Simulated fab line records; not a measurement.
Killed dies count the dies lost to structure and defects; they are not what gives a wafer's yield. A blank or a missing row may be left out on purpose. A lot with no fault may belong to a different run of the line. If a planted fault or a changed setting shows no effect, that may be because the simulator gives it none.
Chamber matching	flow nand_harc	4 sister chambers for NHARC_A_SLIT_ETCH_24 on rie_diel-06
The step etches the open film in CF4/CHF3, target depth 121 nm, time 60.5 s. 14 wafers are shown with their chamber, then 7 later ones without.

== EACH WAFER AND ITS CHAMBER ==
wafer	chamber	drypump_motor_current_A (A)	rf_vpp_V (V)	chamber_pressure_mTorr (mTorr)
L074.2	0	5.0	369.4	24.986
L074.5	0	4.9	369.8	25.005
L074.6	3	6.0	372.1	24.989
L076.2	0	5.0	368.5	25.023
L076.4	1	5.2	366.1	24.966
L076.6	3	5.9	371.8	25.008
L086.1	1	5.2	365.8	24.970
L086.3	2	5.8	369.1	24.994
L086.6	0	5.0	371.6	24.983
L085.1	1	5.2	368.0	24.999
L085.5	2	5.8	369.4	24.976
L085.6	1	5.2	367.5	24.975
L094.1	3	6.0	373.8	25.019
L094.3	1	5.2	364.9	25.009

SIGNATURES (averages over the wafers above)
reading	chamber 0	chamber 1	chamber 2	chamber 3	scatter within a chamber
drypump_motor_current_A	4.975	5.200	5.800	5.967	0.0376
rf_vpp_V	369.825	366.460	369.250	372.567	1.18
chamber_pressure_mTorr	24.99925	24.98380	24.98500	25.00533	0.0176
Rule: for each reading, subtract the chamber's mean from the wafer's reading, divide by that reading's scatter and square the result; add these up over the readings and take the root, which gives the wafer's distance from the chamber. The wafer belongs to the nearest chamber; if the next one is less than 2 further off, it can't be placed. The scatter: the root of (the sum of the squares of (reading less its chamber's mean) over the shown wafers, divided by (wafers less chambers)).

== WAFERS WITH NO CHAMBER GIVEN ==
wafer	drypump_motor_current_A (A)	rf_vpp_V (V)	chamber_pressure_mTorr (mTorr)
L094.4	5.8	367.7	25.003
L091.1	5.9	372.5	24.986
L091.5	4.9	369.0	24.974
L091.6	5.9	372.0	24.980
L095.1	5.8	368.9	24.988
L095.2	5.2	367.2	25.013
L095.3	5.0	368.0	25.045

== WHICH CHAMBER EACH ONE RAN IN ==
wafer	from the rows above	in truth
L094.4	2	2
L091.1	can't be placed: 3 or 2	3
L091.5	0	0
L091.6	can't be placed: 3 or 2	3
L095.1	2	2
L095.2	1	1
L095.3	0	0
Correct placement for 5 of the 7. Not placeable from these rows: 2 (in 2, the candidates include the true chamber). Number placed wrongly: 0.
